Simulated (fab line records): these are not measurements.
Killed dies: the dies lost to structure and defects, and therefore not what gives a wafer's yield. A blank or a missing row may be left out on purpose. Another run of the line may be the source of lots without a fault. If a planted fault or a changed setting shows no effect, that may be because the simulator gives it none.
Chamber matching ; flow n5 finfet ; 4 sister chambers for N5_BEOL_M11_VIA_ETCH_34 on rie diel-05
The step etches SiCOH lowk in C4F6/O2, target depth 184.5 nm, time 69.2 s. 4 wafers are shown with their chamber, then 6 later ones without.

EACH WAFER AND ITS CHAMBER
wafer;chamber;drypump motor current A (A)
L188.4;0;4.7
L193.3;1;5.9
L195.2;2;5.5
L195.3;3;5.0

WAFERS MISSING THEIR CHAMBER
wafer;drypump motor current A (A)
L195.5;4.9
L196.1;5.0
L196.4;4.7
L206.1;4.7
L206.3;5.5
L206.6;5.9

WHICH CHAMBER EACH ONE RAN IN
wafer;from the rows above;in truth
L195.5;3;3
L196.1;3;3
L196.4;0;0
L206.1;0;0
L206.3;2;2
L206.6;1;1
Correct placement for 6 of the 6. Can't be placed from these rows: 0. 0 placed wrongly.
How it was worked out, from the rows above alone: a wafer's distance from a chamber is the root of the sum, over the readings, of the square of ((its reading less the chamber's mean) divided by the reading's scatter). The wafer belongs to the nearest chamber; if the next one is less than 2 further off, it can't be placed. A chamber's mean is the mean of its shown wafers. The scatter: with one shown wafer a chamber, the root of the mean of the squares of how far each hidden wafer lies from its nearest shown one.
